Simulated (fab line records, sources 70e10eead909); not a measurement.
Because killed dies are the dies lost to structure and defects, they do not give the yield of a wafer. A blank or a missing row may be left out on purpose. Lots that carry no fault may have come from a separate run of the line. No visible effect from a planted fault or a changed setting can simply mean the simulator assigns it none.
Which of the tools did it?    flow nand harc    24 lots, 72 wafers sampled, at 4 steps of a route of 1159

== WHAT EACH GAUGE READ, for each wafer ==
NHARC_P_ZERO_WELL_CD_MEAS_52: target cd 2000 nm. Usual: cd nm 2001.0 nm, standard deviation 2.2.
lot   measured     on         cd nm (nm)            flag
L074  day 1 17:46  cd sem-02  2002.5 2002.1 2001.1  
L075  day 1 23:38  cd sem-03  2001.2 2003.7 1999.7  
L076  day 2 05:51  cd sem-03  1999.8 2000.0 2004.7  
L077  day 2 11:41  cd sem-02  2001.2 2003.2 2000.2  
L078  day 2 17:38  cd sem-02  2001.7 2002.6 2001.4  
L079  day 2 23:39  cd sem-01  2001.2 2005.8 2001.1  
L080  day 3 05:39  cd sem-03  2001.8 2002.4 2001.3  
L081  day 3 11:53  cd sem-03  2001.2 2005.4 2000.8  
L082  day 3 17:40  cd sem-02  2002.9 2001.8 2003.4  
L083  day 3 23:43  cd sem-03  1999.8 2000.2 2003.7  
L084  day 4 05:39  cd sem-02  1999.2 1998.8 2004.5  
L085  day 4 11:40  cd sem-01  2003.2 2001.6 2001.3  
L086  day 4 17:52  cd sem-02  2004.5 1997.7 2000.2  
L087  day 5 00:14  cd sem-03  1998.8 2002.9 1998.5  
L088  day 5 05:40  cd sem-03  1999.7 2000.5 2002.0  
L089  day 5 11:41  cd sem-02  2002.3 2003.3 2004.0  
L090  day 5 18:01  cd sem-01  1999.6 2000.3 2000.0  
L091  day 6 00:08  cd sem-02  2003.0 1999.7 1999.1  
L092  day 6 05:33  cd sem-02  2001.4 1997.6 1995.8  
L093  day 6 11:45  cd sem-02  2000.2 1999.3 2001.4  
L094  day 6 17:45  cd sem-02  1999.0 1998.1 2001.2  
L095  day 6 23:33  cd sem-01  1998.2 2004.5 1997.7  
L096  day 7 05:38  cd sem-02  2001.5 1997.8 2005.4  
L097  day 7 11:59  cd sem-02  2000.7 2002.4 2001.2  

NHARC_P_CONTACT_OVL_MEAS_13. Usual: overlay x nm 0.2 nm, standard deviation 0.76; overlay y nm 0.0 nm, standard deviation 0.82.
lot   measured      on          overlay x nm (nm)  overlay y nm (nm)  flag
L074  day 5 11:47   overlay-02  0.2 0.2 0.0        -0.1 -0.1 -0.6     
L075  day 5 22:13   overlay-01  0.5 0.8 0.8        -0.9 -0.6 -0.5     
L076  day 6 10:05   overlay-02  -0.3 0.0 -0.9      1.7 1.4 1.1        
L077  day 6 21:56   overlay-01  0.4 0.6 1.0        -0.8 -0.8 -0.3     
L078  day 6 22:11   overlay-02  -1.9 -1.0 -1.6     -1.2 -0.9 -0.8     
L079  day 6 19:56   overlay-01  -0.2 -1.1 -0.6     1.0 1.6 1.5        
L080  day 7 15:40   overlay-02  0.6 0.3 0.1        0.9 0.6 0.8        
L081  day 7 13:35   overlay-02  0.2 0.8 0.5        -0.6 -0.4 0.0      
L082  day 8 01:55   overlay-02  0.1 0.6 1.3        -0.4 -0.1 0.0      
L083  day 8 01:13   overlay-02  0.3 0.3 1.4        0.3 0.3 0.3        
L084  day 9 11:26   overlay-01  -0.9 -0.9 -0.7     -0.4 0.6 0.1       
L085  day 9 13:37   overlay-02  -1.1 -1.1 -1.2     -0.8 -0.5 -1.0     
L086  day 9 10:57   overlay-01  0.1 0.3 0.0        1.3 1.3 1.3        
L087  day 9 16:44   overlay-01  0.8 0.4 0.5        0.1 -0.5 0.0       
L088  day 10 00:07  overlay-01  0.2 0.6 0.8        -1.1 -0.8 -1.5     
L089  day 10 06:47  overlay-02  0.6 0.4 0.6        1.3 0.7 1.1        
L090  day 10 09:16  overlay-02  -0.3 0.3 0.2       -0.9 -0.8 -0.8     
L091  day 10 00:38  overlay-02  1.5 1.8 1.2        -0.1 -0.4 -0.2     
L092  day 10 07:29  overlay-01  1.3 1.6 1.2        1.0 1.1 1.5        
L093  day 10 14:13  overlay-02  0.2 0.0 0.7        -1.4 -1.1 -1.7     
L094  day 10 13:37  overlay-01  0.1 0.4 0.3        0.8 0.5 0.6        
L095  day 10 19:29  overlay-01  -0.5 -0.4 -0.5     -0.2 -0.1 -0.4     
L096  day 10 20:35  overlay-02  0.3 0.2 -0.5       0.2 0.6 0.0        
L097  day 11 06:47  overlay-01  0.2 0.5 1.0        -0.5 0.5 0.0       

== TOOL THAT RAN EACH LOT (tool first, then ch and the chambers of the sampled wafers, then the start) ==
lot   NHARC_P_ZERO_WELL_ETCH_62                     NHARC_P_ZERO_WELL_DESCUM_26
L074  rie diel-10 ch 0,2, day 1 14:37 or earlier    rie diel-05 ch 0,2, day 1 14:37
L075  rie diel-03 ch 0,2, day 1 20:38 or earlier    rie diel-03 ch 1,2,3, day 1 20:38
L076  rie diel-10 ch 0,2, day 2 02:46 or earlier    rie diel-10 ch 0,1,3, day 2 02:46
L077  rie diel-05 ch 0,1, day 2 08:38 or earlier    rie diel-03 ch 0,2,3, day 2 08:38
L078  rie diel-05 ch 0,3, day 2 14:39 or earlier    rie diel-10 ch 1,2,3, day 2 14:39
L079  rie diel-05 ch 0,1,3, day 2 20:38 or earlier  rie diel-10 ch 1,2, day 2 20:38
L080  rie diel-03 ch 0,1,3, day 3 02:37 or earlier  rie diel-03 ch 0,2, day 3 02:37
L081  rie diel-10 ch 0,2,3, day 3 08:47 or earlier  rie diel-03 ch 0,1,3, day 3 08:47
L082  rie diel-10 ch 1,2,3, day 3 14:41 or earlier  rie diel-05 ch 0,2, day 3 14:41
L083  rie diel-10 ch 0,3, day 3 20:35 or earlier    rie diel-03 ch 1,2,3, day 3 20:35
L084  rie diel-03 ch 0,1, day 4 02:40 or earlier    rie diel-10 ch 0,2, day 4 02:40
L085  rie diel-05 ch 0,1,2, day 4 08:32 or earlier  rie diel-05 ch 1,2,3, day 4 08:32
L086  rie diel-10 ch 0,2,3, day 4 14:41 or earlier  rie diel-10 ch 0,3, day 4 14:41
L087  rie diel-10 ch 0,3, day 4 20:59 or earlier    rie diel-10 ch 3, day 4 20:59
L088  rie diel-05 ch 1,2, day 5 02:39 or earlier    rie diel-05 ch 0,1,3, day 5 02:39
L089  rie diel-05 ch 0,1,2, day 5 08:39 or earlier  rie diel-03 ch 0,1,2, day 5 08:39
L090  rie diel-05 ch 0,1,3, day 5 14:49 or earlier  rie diel-03 ch 0,1,2, day 5 14:49
L091  rie diel-10 ch 2,3, day 5 21:08 or earlier    rie diel-10 ch 0,2, day 5 21:08
L092  rie diel-03 ch 0,2, day 6 02:34 or earlier    rie diel-10 ch 0,3, day 6 02:34
L093  rie diel-05 ch 1,2, day 6 08:47 or earlier    rie diel-05 ch 1,2,3, day 6 08:47
L094  rie diel-03 ch 0,2,3, day 6 14:38 or earlier  rie diel-10 ch 0,2,3, day 6 14:38
L095  rie diel-03 ch 0,1, day 6 20:33 or earlier    rie diel-10 ch 0,2,3, day 6 20:33
L096  rie diel-10 ch 1,2,3, day 7 02:38 or earlier  rie diel-10 ch 1,2,3, day 7 02:38
L097  rie diel-10 ch 1,2, day 7 08:49 or earlier    rie diel-10 ch 0,2, day 7 08:49
- NHARC_P_ZERO_WELL_ETCH_62: etches the open film in CHF3/Ar, target depth 13 nm, time 6.5 s.
- NHARC_P_ZERO_WELL_DESCUM_26: chemistry O2, time 3 s.

== WHAT THE TOOLS THEMSELVES READ (means of the sampled wafers that have a number; where no wafer has one, the mark that the record gives instead) ==
NHARC_P_ZERO_WELL_ETCH_62. Usual: drypump motor current A 5.6 A, standard deviation 0.4; oes product au 0.957 a.u., standard deviation 0.019; rf vpp V 370.2 V, standard deviation 2; showerhead plenum p Torr 2.33 Torr, standard deviation 0.085; throttle valve pct 20.215 %, standard deviation 0.0094.
lot   tool         drypump motor current A (A)  oes product au (a.u.)  rf vpp V (V)  showerhead plenum p Torr (Torr)  throttle valve pct (%)  flag
L074  rie diel-10  6.0                          0.969                  371.1         2.35                             20.224                  
L075  rie diel-03  5.4                          0.925                  372.1         2.38                             20.211                  
L076  rie diel-10  6.0                          0.969                  371.1         2.35                             20.217                  
L077  rie diel-05  5.4                          0.967                  369.3         2.27                             20.217                  
L078  rie diel-05  5.8                          0.978                  368.8         2.28                             20.217                  
L079  rie diel-05  5.5                          0.968                  370.2         2.35                             20.217                  
L080  rie diel-03  5.8                          0.963                  370.3         2.32                             20.208                  
L081  rie diel-10  5.7                          0.971                  370.6         2.34                             20.225                  
L082  rie diel-10  5.5                          0.948                  371.0         2.34                             20.214                  
L083  rie diel-10  5.4                          0.961                  370.3         2.33                             20.215                  
L084  rie diel-03  5.9                          0.947                  370.7         2.30                             20.214                  
L085  rie diel-05  5.4                          0.977                  368.9         2.27                             20.212                  
L086  rie diel-10  5.7                          0.939                  370.4         2.34                             20.223                  
L087  rie diel-10  5.7                          0.956                  369.3         2.31                             20.205                  
L088  rie diel-05  5.4                          0.947                  368.5         2.26                             20.214                  
L089  rie diel-05  5.4                          0.957                  368.8         2.26                             20.216                  
L090  rie diel-05  5.5                          0.976                  370.2         2.34                             20.221                  
L091  rie diel-10  5.4                          0.969                  371.9         2.35                             20.215                  
L092  rie diel-03  5.6                          0.912                  372.2         2.42                             20.216                  
L093  rie diel-05  5.4                          0.951                  369.6         2.26                             20.216                  
L094  rie diel-03  5.5                          0.964                  371.3         2.36                             20.216                  
L095  rie diel-03  5.9                          0.972                  368.7         2.30                             20.217                  
L096  rie diel-10  5.5                          0.952                  370.8         2.34                             20.230                  
L097  rie diel-10  5.8                          0.968                  370.3         2.35                             20.217                  

NHARC_P_ZERO_WELL_DESCUM_26. Usual: drypump motor current A 5.6 A, standard deviation 0.39; oes product au 0.997 a.u., standard deviation 0.011; rf vpp V 57.8 V, standard deviation 0.86; showerhead plenum p Torr 1.90 Torr, standard deviation 0.066; throttle valve pct 11.312 %, standard deviation 0.0091.
lot   tool         drypump motor current A (A)  oes product au (a.u.)  rf vpp V (V)  showerhead plenum p Torr (Torr)  throttle valve pct (%)  flag
L074  rie diel-05  5.6                          1.008                  57.6          1.79                             11.305                  
L075  rie diel-03  5.6                          0.998                  57.7          1.86                             11.317                  
L076  rie diel-10  5.4                          1.001                  58.4          1.89                             11.312                  
L077  rie diel-03  5.6                          0.989                  58.0          1.93                             11.320                  
L078  rie diel-10  5.5                          0.997                  57.2          1.91                             11.298                  
L079  rie diel-10  5.8                          0.988                  58.4          1.92                             11.310                  
L080  rie diel-03  5.6                          0.984                  57.5          1.98                             11.308                  
L081  rie diel-03  5.8                          0.992                  57.4          1.90                             11.311                  
L082  rie diel-05  5.7                          0.997                  56.8          1.79                             11.324                  
L083  rie diel-03  5.6                          0.996                  57.4          1.86                             11.307                  
L084  rie diel-10  6.0                          0.993                  58.7          1.92                             11.318                  
L085  rie diel-05  5.5                          0.987                  58.2          1.91                             11.306                  
L086  rie diel-10  5.6                          1.001                  57.7          1.88                             11.314                  
L087  rie diel-10  5.1                          1.014                  57.9          1.91                             11.315                  
L088  rie diel-05  5.5                          0.993                  58.3          1.91                             11.320                  
L089  rie diel-03  5.7                          0.991                  57.8          1.91                             11.312                  
L090  rie diel-03  5.7                          0.988                  56.5          1.91                             11.310                  
L091  rie diel-10  6.1                          0.990                  57.3          1.92                             11.308                  
L092  rie diel-10  5.7                          1.005                  57.3          1.88                             11.315                  
L093  rie diel-05  5.5                          0.998                  58.3          1.91                             11.312                  
L094  rie diel-10  5.7                          1.007                  57.5          1.91                             11.314                  
L095  rie diel-10  5.7                          0.998                  57.6          1.91                             11.315                  
L096  rie diel-10  5.5                          1.011                  58.4          1.91                             11.317                  
L097  rie diel-10  6.0                          0.992                  57.4          1.89                             11.302                  

== THE ANSWER, worked out from the rows above alone ==
Rule: take the mean of a lot's wafers that have a number; if it is more than 3 standard deviations from the usual mean, the lot is off. Also off: a lot with no number at a reading for which 4 or more lots have one. The other lots that the step has rows for count as sound. Order of review: gauges by route order, followed by the tools' own readings, for which a lot's mean as printed above is used. At the first step where some lot is off, the reading lying furthest off is the one used; lots without a number count as furthest.
No lot is off at any reading shown: from this, nothing can be told.

== WHAT HAD BEEN PUT IN BY THE SIMULATOR ==
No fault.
